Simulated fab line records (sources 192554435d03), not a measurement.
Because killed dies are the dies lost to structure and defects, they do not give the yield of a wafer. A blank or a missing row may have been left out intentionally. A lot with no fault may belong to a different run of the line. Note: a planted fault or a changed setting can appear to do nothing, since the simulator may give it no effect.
fab line records | flow n5Finfet
record lots=7 wafers=21
route steps=1938 shown BEOL_M1@779 BEOL_M2@857 BEOL_M3@931 BEOL_M4@1048 BEOL_M5@1142
startH: hours from the record's first day to the start of the lot's first wafer shown | waitH: how many hours have passed since the lot's step before this one | " the same as in the row above | L1.1+2: one row covering several wafers at once | - no value, or no start given | * or withheld: withheld | < > ~ a bound
route shown NAME@n: NAME is a module with steps in the file, n the number in the route of the first one | usual: mean and standard deviation over wafers with no fault | same: alike in all rows | chamber/n: place in a boat | sites: readings site by site | _std_site: how widely they spread, as a standard deviation | _edge_site: inner sites' mean taken away from outer sites' mean | radiusMm: how far each site lies from the wafer's centre | mask NAME#n: copy n | behind: tool/chamber where the wafer was last shaped | hold: cause of the lot's hold/its duration in hours/its outcome | device: names the non-switching transistor (n, p or np) | end of line: the route-end tests of the same wafers | step lacking rows: just its recipe | killed: dies that structure and defects cost at the first sort, which is not the same as the wafer's yield | map: dies across one wafer; x = killed, . = not, _ = none there
set.NAME: setting as actually run; set.NAME@STEP: the setting as run at that earlier step | model.NAME: the simulator's own value behind a step, which no gauge read
lots run with intentionally changed settings; tables by step, rows by wafer
## steps
# step N5_BEOL_M1_COAT_76
# recipe resist=underlayer tempC=205 timeS=60 spinRpm=1500 resistThkNm=5
# columns lot.wafer tool chamber startH waitH set.spinRpm
L075.1 lithoTrack-03 0 - - 1553
L075.3+4 " 0 " " 1500
L074.3+6 lithoTrack-03 0 - - 1500
L074.4 " 0 " " 1600
L077.1+3 lithoTrack-03 0 - - 1390
L077.6 " 0 " " 1500
L085.2+3+4 lithoTrack-04 0 - - 1500
L086.2+3+5 lithoTrack-04 0 - - 1500
L089.1+4+6 lithoTrack-03 0 - - 1500
L093.1+5 lithoTrack-05 0 - - 1632
L093.6 " 0 " " 1500
# step N5_BEOL_M1_COAT_22
# recipe resist=CAR-EUV spinRpm=1500 resistThkNm=30
# step N5_BEOL_M1_EBR_24
# recipe solvent=PGMEA ebrWidthMm=1.5
# step N5_BEOL_M1_DESCUM_33
# recipe chemistry=O2 timeS=7 sourcePowerW=50 biasPowerW=20 pressureMtorr=20 rfFrequencyHz=2.712e+07 tempC=40 resist=CAR-EUV o2FlowSccm=225
# step N5_BEOL_M1_ETCH_77
# recipe chemistry=N2/H2 target=underlayer targetDepthA=65 maskMaterial=CAR-EUV timeS=5.2 ionEnergyEv=200 pressureMtorr=30 sourceW=840 biasW=150 n2FlowSccm=200 h2FlowSccm=200 ends=cleared
# columns lot.wafer tool chamber startH waitH set.spinRpm@BEOL_M1_COAT_76 model.etch.depthNm
L075.1 rieDiel-02 3 141.93 0.0 1553 4.928
L075.3 " 2 " " 1500 5.019
L075.4 " 0 " " 1500 5.009
L074.3 rieDiel-06 3 142.85 0.0 1500 4.98
L074.4 " 0 " " 1600 4.82
L074.6 " 1 " " 1500 4.989
L077.1 rieDiel-06 3 147.55 0.0 1390 5.196
L077.3 " 1 " " 1390 5.195
L077.6 " 1 " " 1500 5.003
L085.2 rieDiel-04 2 200.94 0.0 1500 5.021
L085.3 " 3 " " 1500 5.008
L085.4 " 0 " " 1500 5.038
L086.2 rieDiel-04 1 201.54 0.0 1500 5.003
L086.3 " 0 " " 1500 5.019
L086.5 " 2 " " 1500 5.005
L089.1 rieDiel-04 1 214.85 0.0 1500 4.97
L089.4 " 3 " " 1500 4.984
L089.6 " 0 " " 1500 4.994
L093.1 rieDiel-06 3 237.09 0.0 1632 4.798
L093.5 " 0 " " 1632 4.8
L093.6 " 3 " " 1500 5.002
# step N5_BEOL_M2_DESCUM_16
# recipe chemistry=O2 timeS=7 sourcePowerW=50 biasPowerW=20 pressureMtorr=20 rfFrequencyHz=2.712e+07 tempC=40 resist=CAR-EUV o2FlowSccm=225
# columns lot.wafer tool chamber startH waitH set.timeS model.CAR-EUV_of_BEOL_M2_COAT_05.thkNm
L075.1+3+4 rieDiel-05 0,1,0 151.03 0.3 7 26.2
L074.3 rieDiel-01 2 151.09 0.3 5.964 26.8
L074.4 " 3 " " 5.964 26.6
L074.6 " 3 " " 7 26
L077.1+6 rieDiel-05 0 158.62 0.0 7 26.2
L077.3 " 1 " " 7.932 25.6
L085.2+3+4 rieDiel-03 0,1,2 221.40 0.0 7 26.2
L086.2+3 rieDiel-03 1,0 233.71 0.0 7.719 25.6
L086.5 " 0 " " 7 26
L089.1 rieDiel-03 0 236.92 0.0 5.782 26.8
L089.4 " 2 " " 5.782 26.6
L089.6 " 1 " " 7 26.2
L093.1 rieDiel-03 0 250.60 0.0 7 26
L093.5+6 " 3,0 " " 7 26.2
# step N5_BEOL_M2_COAT_67
# recipe resist=SOC tempC=250 timeS=60 spinRpm=1500 resistThkNm=60
# columns lot.wafer tool chamber startH waitH set.spinRpm model.SOC_of_BEOL_M2_COAT_67.thkNm
L075.1 lithoTrack-05 0 151.50 0.0 1500 60
L075.3+4 " 0 " " 1604 58
L074.3+4 lithoTrack-05 0 151.56 0.0 1500 60
L074.6 " 0 " " 1375 62.6
L077.1+6 lithoTrack-02 0 159.09 0.0 1500 60.2
L077.3 " 0 " " 1500 60.4
L085.2+4 lithoTrack-02 0 221.87 0.0 1500 60
L085.3 " 0 " " 1500 59.8
L086.2 lithoTrack-02 0 234.18 0.0 1500 60
L086.3 " 0 " " 1603 57.8
L086.5 " 0 " " 1500 59.8
L089.1 lithoTrack-02 0 237.39 0.0 1560 58.8
L089.4 " 0 " " 1500 60
L089.6 " 0 " " 1560 59
L093.1 lithoTrack-01 0 251.23 0.0 1500 60.2
L093.5 " 0 " " 1618 58
L093.6 " 0 " " 1618 57.8
# step N5_BEOL_M2_COAT_68
# recipe resist=SiARC tempC=220 timeS=60 spinRpm=1500 resistThkNm=12
# step N5_BEOL_M2_COAT_76
# recipe resist=underlayer tempC=205 timeS=60 spinRpm=1500 resistThkNm=5
# step N5_BEOL_M2_ALD_98
# recipe material=SiO2 targetThkA=25 tempC=100 aldPrecursorFamily=BDEAS aldCoReactant=O2-plasma pulseTimeS=1 coReactantPulseTimeS=1 purgeTimeS=2 coReactantPurgeTimeS=2 aldCycles=17 pressureTorr=2
# step N5_BEOL_M2_ETCHBACK_99
# recipe chemistry=CHF3 target=SiO2 targetDepthA=50 timeS=10.4 sourceW=215 biasW=47 Ar_flow_sccm=200 CHF3_flow_sccm=12 ionEnergyEv=100 pressureMtorr=30
# step N5_BEOL_M2_ETCH_70
# recipe chemistry=N2/H2 target=SOC targetDepthA=800 overetchA=240 maskMaterial=SiARC tempC=40 timeS=130 ionEnergyEv=200 pressureMtorr=30 sourceW=840 biasW=150 n2FlowSccm=200 h2FlowSccm=200
# columns lot.wafer tool chamber startH waitH set.spinRpm@BEOL_M2_COAT_67 model.etch.depthNm
L075.1 rieDiel-05 0 154.45 0.0 1500 59.96
L075.3 " 1 " " 1604 58
L075.4 " 0 " " 1604 57.95
L074.3 rieDiel-03 0 154.68 0.0 1500 59.97
L074.4 " 2 " " 1500 60.05
L074.6 " 2 " " 1375 62.57
L077.1+6 rieDiel-05 0,1 162.43 0.0 1500 60.13
L077.3 " 2 " " 1500 60.33
L085.2 rieDiel-05 2 258.53 0.0 1500 59.95
L085.3 " 0 " " 1500 59.78
L085.4 " 1 " " 1500 60.02
L086.2 rieDiel-05 0 262.44 0.0 1500 59.93
L086.3 " 2 " " 1603 57.76
L086.5 " 3 " " 1500 59.77
L089.1 rieDiel-05 1 265.85 0.0 1560 58.75
L089.4 " 3 " " 1500 59.9
L089.6 " 0 " " 1560 59.03
L093.1 rieDiel-05 0 280.51 0.0 1500 60.12
L093.5 " 1 " " 1618 57.95
L093.6 " 2 " " 1618 57.84
# step N5_BEOL_M3_ILD_DEP_00
# recipe material=SiOC targetThkA=790 tempC=350 precursor=DEMS/O2 pressureTorr=5 rfW=500 timeS=15.3
# columns lot.wafer tool chamber startH waitH set.timeS model.SiOC_of_BEOL_M3_ILD_DEP_00.thkNm
L074.3 pecvd-02 0 158.90 0.0 15.3 77
L074.4 " 1 " " 15.3 79.6
L074.6 " 0 " " 17.07 87.2
L075.1 pecvd-02 1 159.72 0.0 13.12 67.4
L075.3 " 2 " " 13.12 68.6
L075.4 " 1 " " 15.3 78
L077.1 pecvd-04 2 166.65 0.0 15.3 79.4
L077.3 " 1 " " 13.83 70.4
L077.6 " 2 " " 15.3 80.4
L085.2 pecvd-01 2 262.82 0.0 15.3 77.8
L085.3 " 1 " " 15.3 77.6
L085.4 " 2 " " 15.3 79.6
L086.2 pecvd-01 2 266.81 0.0 13.95 72.2
L086.3 " 0 " " 13.95 72
L086.5 " 1 " " 15.3 80.2
L089.1 pecvd-02 0 270.33 0.0 15.3 76.8
L089.4 " 2 " " 14.2 73.4
L089.6 " 0 " " 14.2 72.6
L093.1 pecvd-04 2 285.03 0.0 15.3 79
L093.5 " 0 " " 15.3 80.2
L093.6 " 2 " " 16.07 83.6
# step N5_BEOL_M3_THK_MEAS_01
# recipe reads=SiOC_of_BEOL_M3_ILD_DEP_00
# usual M3_ILD_THK=78.7/1.1
# columns lot.wafer tool chamber startH waitH set.timeS@BEOL_M3_ILD_DEP_00 M3_ILD_THK[nm]
L074.3 filmMetro-02 - 158.97 0.1 15.3 76.9
L074.4 " - " " 15.3 79.7
L074.6 " - " " 17.07 87.2
L075.1 filmMetro-01 - 159.78 0.0 13.12 67.4
L075.3 " - " " 13.12 68.7
L075.4 " - " " 15.3 77.9
L077.1 filmMetro-01 - 166.72 0.0 15.3 79.4
L077.3 " - " " 13.83 70.3
L077.6 " - " " 15.3 80.4
L085.2 filmMetro-02 - 262.89 0.1 15.3 77.7
L085.3 " - " " 15.3 77.6
L085.4 " - " " 15.3 79.6
L086.2 filmMetro-02 - 266.88 0.1 13.95 72.2
L086.3 " - " " 13.95 71.9
L086.5 " - " " 15.3 80.1
L089.1 filmMetro-01 - 270.40 0.0 15.3 76.8
L089.4 " - " " 14.2 73.3
L089.6 " - " " 14.2 72.5
L093.1 filmMetro-02 - 285.09 0.0 15.3 79.1
L093.5 " - " " 15.3 80.2
L093.6 " - " " 16.07 83.5
# step N5_BEOL_M3_EXPOSE_08
# recipe maskId=M3 na=0.33 sourceShape=dipole sigmaInner=0.369 sigmaOuter=0.767 polarization=unpolarized doseMj=33
# columns lot.wafer tool chamber startH waitH mask set.doseMj
L074.3 euvScanner-02 0 159.75 - M3#0 33
L074.4+6 " 0 " " M3#0 30.83
L075.1+3+4 euvScanner-02 0 162.12 - M3#0 33
L077.1+3 euvScanner-01 0 169.05 - M3#0 33
L077.6 " 0 " " M3#0 30.62
L085.2+3+4 euvScanner-01 0 263.37 - M3#0 33
L086.2+3+5 euvScanner-02 0 267.74 - M3#0 33
L089.1+4+6 euvScanner-01 0 272.29 - M3#0 34.04
L093.1+5 euvScanner-02 0 287.93 - M3#0 34.92
L093.6 " 0 " " M3#0 33
# step N5_BEOL_M3_PEB_09
# recipe pebTempC=100 pebTimeS=60 resist=CAR-EUV
# step N5_BEOL_M3_DEVELOP_10
# recipe developTimeS=30 developer=TMAH resist=CAR-EUV rinseLiquid=surfactantRinse dry=airSpin devTempC=23
# step N5_BEOL_M3_CD_MEAS_11
# recipe targetCdNm=17.05 landingEnergyEv=500 detector=seInlens polarity=opening
# usual cdNm=17.11/0.25
# columns lot.wafer tool chamber startH waitH set.doseMj@BEOL_M3_EXPOSE_08 cdNm
L074.3 cdSem-01 0 159.87 - 33 17.35
L074.4 " 0 " " 30.83 15.78
L074.6 " 0 " " 30.83 15.87
L075.1 cdSem-01 0 162.25 - 33 16.37
L075.3 " 0 " " 33 16.96
L075.4 " 0 " " 33 16.78
L077.1 cdSem-03 0 169.18 - 33 17.44
L077.3 " 0 " " 33 17.00
L077.6 " 0 " " 30.62 15.46
L085.2 cdSem-03 0 263.49 - 33 16.50
L085.3 " 0 " " 33 17.17
L085.4 " 0 " " 33 16.96
L086.2 cdSem-01 0 267.86 - 33 17.10
L086.3 " 0 " " 33 16.85
L086.5 " 0 " " 33 17.21
L089.1 cdSem-02 0 272.42 - 34.04 17.63
L089.4 " 0 " " 34.04 17.74
L089.6 " 0 " " 34.04 17.04
L093.1 cdSem-02 0 288.06 - 34.92 17.97
L093.5 " 0 " " 34.92 18.03
L093.6 " 0 " " 33 16.72
# step N5_BEOL_M3_DESCUM_16
# recipe chemistry=O2 timeS=7 sourcePowerW=50 biasPowerW=20 pressureMtorr=20 rfFrequencyHz=2.712e+07 tempC=40 resist=CAR-EUV o2FlowSccm=225
# step N5_BEOL_M3_ETCH_74
# recipe chemistry=N2/H2 target=underlayer targetDepthA=65 maskMaterial=CAR-EUV timeS=5.2 ionEnergyEv=200 pressureMtorr=30 sourceW=840 biasW=150 n2FlowSccm=200 h2FlowSccm=200 ends=cleared
# columns lot.wafer tool chamber startH waitH set.doseMj@BEOL_M3_EXPOSE_08 model.BEOL_M3.cdOffsetNm
L074.3 rieDiel-02 0 160.21 0.0 33 0
L074.4 " 3 " " 30.83 -1.2
L074.6 " 2 " " 30.83 -1.4
L075.1 rieDiel-02 3 163.36 0.0 33 0
L075.3 " 1 " " 33 -0.2
L075.4 " 0 " " 33 -0.4
L077.1 rieDiel-02 1 169.34 0.0 33 0
L077.3 " 2 " " 33 -0.2
L077.6 " 2 " " 30.62 -1.6
L085.2+4 rieDiel-06 1,3 263.65 0.0 33 -0.4
L085.3 " 2 " " 33 -0.2
L086.2+5 rieDiel-04 0,3 268.01 0.0 33 0.2
L086.3 " 2 " " 33 0
L089.1 rieDiel-04 0 272.58 0.0 34.04 0.4
L089.4 " 0 " " 34.04 0.6
L089.6 " 3 " " 34.04 0.2
L093.1+5 rieDiel-06 1 288.23 0.0 34.92 0.8
L093.6 " 2 " " 33 -0.4
# step N5_BEOL_M3_ETCH_63
# recipe chemistry=CF4 target=SiARC targetDepthA=156 maskMaterial=CAR-EUV timeS=26 ionEnergyEv=80 pressureMtorr=40 sourceW=545 biasW=36 Ar_flow_sccm=100 cf4FlowSccm=100 ends=cleared
# columns lot.wafer tool chamber startH waitH set.doseMj@BEOL_M3_EXPOSE_08 model.BEOL_M3.cdOffsetNm
L074.3 rieDiel-02 0 160.23 0.0 33 0
L074.4 " 3 " " 30.83 -1
L074.6 " 2 " " 30.83 -1.4
L075.1 rieDiel-02 3 163.38 0.0 33 0
L075.3+4 " 1,0 " " 33 -0.2
L077.1 rieDiel-02 1 169.35 0.0 33 0
L077.3 " 2 " " 33 -0.2
L077.6 " 2 " " 30.62 -1.6
L085.2 rieDiel-06 1 263.67 0.0 33 -0.4
L085.3+4 " 2,3 " " 33 -0.2
L086.2+3+5 rieDiel-04 0,2,3 268.03 0.0 33 0.2
L089.1+4 rieDiel-04 0 272.59 0.0 34.04 0.4
L089.6 " 3 " " 34.04 0.2
L093.1+5 rieDiel-06 1 288.24 0.0 34.92 0.6
L093.6 " 2 " " 33 -0.4
# step N5_BEOL_M3_ETCH_64
# recipe chemistry=N2/H2 target=SOC targetDepthA=750 overetchA=150 maskMaterial=SiARC tempC=40 timeS=112.5 ionEnergyEv=200 pressureMtorr=30 sourceW=840 biasW=150 n2FlowSccm=200 h2FlowSccm=200
# columns lot.wafer tool chamber startH waitH set.doseMj@BEOL_M3_EXPOSE_08 model.BEOL_M3.cdOffsetNm
L074.3 rieDiel-02 0 160.25 0.0 33 0
L074.4 " 3 " " 30.83 -0.8
L074.6 " 2 " " 30.83 -1.4
L075.1 rieDiel-02 3 163.40 0.0 33 0.2
L075.3 " 1 " " 33 -0.2
L075.4 " 0 " " 33 -0.4
L077.1 rieDiel-02 1 169.38 0.0 33 0
L077.3 " 2 " " 33 -0.4
L077.6 " 2 " " 30.62 -1.6
L085.2 rieDiel-06 1 263.69 0.0 33 -0.2
L085.3+4 " 2,3 " " 33 -0.4
L086.2 rieDiel-04 0 268.06 0.0 33 0.2
L086.3 " 2 " " 33 -0.4
L086.5 " 3 " " 33 0.4
L089.1 rieDiel-04 0 272.62 0.0 34.04 0.4
L089.4 " 0 " " 34.04 0.6
L089.6 " 3 " " 34.04 0.2
L093.1 rieDiel-06 1 288.27 0.0 34.92 0.6
L093.5 " 1 " " 34.92 0.8
L093.6 " 2 " " 33 -0.4
# step N5_BEOL_M4_COAT_68
# recipe resist=SiARC tempC=220 timeS=60 spinRpm=1500 resistThkNm=12
# columns lot.wafer tool chamber startH waitH set.spinRpm model.SiARC_of_BEOL_M4_COAT_68.thkNm
L074.3+4 lithoTrack-04 0 - - 1500 12
L074.6 " 0 " " 1408 12.4
L075.1+3+4 lithoTrack-05 0 - - 1500 12
L077.1 lithoTrack-04 0 - - 1500 12
L077.3+6 " 0 " " 1427 12.2
L085.2+3+4 lithoTrack-05 0 - - 1500 12
L086.2+3+5 lithoTrack-05 0 - - 1500 12
L089.1+4 lithoTrack-04 0 - - 1572 11.8
L089.6 " 0 " " 1500 12
L093.1+6 lithoTrack-01 0 - - 1500 12
L093.5 " 0 " " 1345 12.8
# step N5_BEOL_M4_COAT_76
# recipe resist=underlayer tempC=205 timeS=60 spinRpm=1500 resistThkNm=5
# columns lot.wafer tool chamber startH waitH set.spinRpm
L074.3+6 lithoTrack-04 0 - - 1500
L074.4 " 0 " " 1375
L075.1+3+4 lithoTrack-05 0 - - 1500
L077.1+3+6 lithoTrack-04 0 - - 1500
L085.2+3+4 lithoTrack-05 0 - - 1500
L086.2+3+5 lithoTrack-05 0 - - 1500
L089.1+4+6 lithoTrack-04 0 - - 1500
L093.1+5+6 lithoTrack-01 0 - - 1500
# step N5_BEOL_M4_COAT_22
# recipe resist=CAR-EUV spinRpm=1500 resistThkNm=30
# step N5_BEOL_M4_EBR_24
# recipe solvent=PGMEA ebrWidthMm=1.5
# step N5_BEOL_M4_DESCUM_33
# recipe chemistry=O2 timeS=7 sourcePowerW=50 biasPowerW=20 pressureMtorr=20 rfFrequencyHz=2.712e+07 tempC=40 resist=CAR-EUV o2FlowSccm=225
# step N5_BEOL_M4_ETCH_77
# recipe chemistry=N2/H2 target=underlayer targetDepthA=65 maskMaterial=CAR-EUV timeS=5.2 ionEnergyEv=200 pressureMtorr=30 sourceW=840 biasW=150 n2FlowSccm=200 h2FlowSccm=200 ends=cleared
# step N5_BEOL_M4_ETCH_69
# recipe chemistry=CF4 target=SiARC targetDepthA=156 maskMaterial=CAR-EUV timeS=26 ionEnergyEv=80 pressureMtorr=40 sourceW=545 biasW=36 Ar_flow_sccm=100 cf4FlowSccm=100 ends=cleared
# columns lot.wafer tool chamber startH waitH set.spinRpm@BEOL_M4_COAT_68 model.CAR-EUV_of_BEOL_M4_COAT_22.thkNm model.etch.depthNm
L074.3 rieDiel-01 2 186.04 0.0 1500 11.2 12
L074.4 " 0 " " 1500 11 12
L074.6 " 0 " " 1408 10.8 12.44
L075.1 rieDiel-01 3 189.27 0.0 1500 11 11.98
L075.3 " 2 " " 1500 11.2 12.04
L075.4 " 0 " " 1500 11 12.05
L077.1 rieDiel-03 1 215.27 0.0 1500 11 11.97
L077.3+6 " 3,2 " " 1427 10.8 12.28
L085.2+3 rieDiel-01 0,3 289.39 0.0 1500 11.2 11.99
L085.4 " 2 " " 1500 11.2 11.98
L086.2 rieDiel-03 2 289.93 0.0 1500 11 12.02
L086.3 " 0 " " 1500 11.2 12.01
L086.5 " 1 " " 1500 11 12.04
L089.1 rieDiel-03 1 301.77 0.0 1572 11.4 11.71
L089.4 " 3 " " 1572 11.2 11.75
L089.6 " 2 " " 1500 11 12.04
L093.1 rieDiel-01 1 333.62 0.0 1500 11 12.06
L093.5 " 1 " " 1345 10.6 12.72
L093.6 " 0 " " 1500 11.2 12.05
# step N5_BEOL_M5_COAT_22
# recipe resist=CAR-EUV spinRpm=1500 resistThkNm=30
# columns lot.wafer tool chamber startH waitH set.spinRpm model.CAR-EUV_of_BEOL_M5_COAT_22.thkNm
L074.3+6 lithoTrack-01 0 - - 1573 29.4
L074.4 " 0 " " 1500 30.2
L075.1 lithoTrack-02 0 - - 1500 30.2
L075.3+4 " 0 " " 1500 30
L077.1 lithoTrack-01 0 - - 1500 30
L077.3+6 " 0 " " 1432 30.6
L085.2+3+4 lithoTrack-01 0 - - 1500 30
L086.2+3 lithoTrack-02 0 - - 1339 31.8
L086.5 " 0 " " 1500 30
L089.1+4+6 lithoTrack-02 0 - - 1500 30
L093.1+6 lithoTrack-02 0 - - 1420 30.8
L093.5 " 0 " " 1500 29.8
## key
split step=N5_BEOL_M1_COAT_76 setting=spinRpm stated=1500 by=wafer
response step=N5_BEOL_M1_ETCH_77 reading=model.etch.depthNm change=-0.0244 per=1% r=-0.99
split step=N5_BEOL_M2_DESCUM_16 setting=timeS stated=7 by=wafer
response step=N5_BEOL_M2_DESCUM_16 reading=model.CAR-EUV_of_BEOL_M2_COAT_05.thkNm change=-0.0387 per=1% r=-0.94
split step=N5_BEOL_M2_COAT_67 setting=spinRpm stated=1500 by=wafer
response step=N5_BEOL_M2_COAT_67 reading=model.SOC_of_BEOL_M2_COAT_67.thkNm change=-0.299 per=1% r=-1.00
response step=N5_BEOL_M2_ETCH_70 reading=model.etch.depthNm change=-0.292 per=1% r=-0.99
split step=N5_BEOL_M3_ILD_DEP_00 setting=timeS stated=15.3 by=wafer
response step=N5_BEOL_M3_ILD_DEP_00 reading=model.SiOC_of_BEOL_M3_ILD_DEP_00.thkNm change=+0.78 per=1% r=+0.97
response step=N5_BEOL_M3_THK_MEAS_01 reading=M3_ILD_THK change=+0.775 per=1% r=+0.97
split step=N5_BEOL_M3_EXPOSE_08 setting=doseMj stated=33 by=wafer
response step=N5_BEOL_M3_CD_MEAS_11 reading=cdNm change=+0.234 per=1% r=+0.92
response step=N5_BEOL_M3_ETCH_74 reading=model.BEOL_M3.cdOffsetNm change=+0.204 per=1% r=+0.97
response step=N5_BEOL_M3_ETCH_63 reading=model.BEOL_M3.cdOffsetNm change=+0.19 per=1% r=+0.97
response step=N5_BEOL_M3_ETCH_64 reading=model.BEOL_M3.cdOffsetNm change=+0.184 per=1% r=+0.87
split step=N5_BEOL_M4_COAT_68 setting=spinRpm stated=1500 by=wafer
response step=N5_BEOL_M4_COAT_68 reading=model.SiARC_of_BEOL_M4_COAT_68.thkNm change=-0.0662 per=1% r=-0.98
response step=N5_BEOL_M4_ETCH_69 reading=model.CAR-EUV_of_BEOL_M4_COAT_22.thkNm change=+0.0493 per=1% r=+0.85
response step=N5_BEOL_M4_ETCH_69 reading=model.etch.depthNm change=-0.066 per=1% r=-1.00
split step=N5_BEOL_M4_COAT_76 setting=spinRpm stated=1500 by=wafer
response none clear
split step=N5_BEOL_M5_COAT_22 setting=spinRpm stated=1500 by=wafer
response step=N5_BEOL_M5_COAT_22 reading=model.CAR-EUV_of_BEOL_M5_COAT_22.thkNm change=-0.166 per=1% r=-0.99
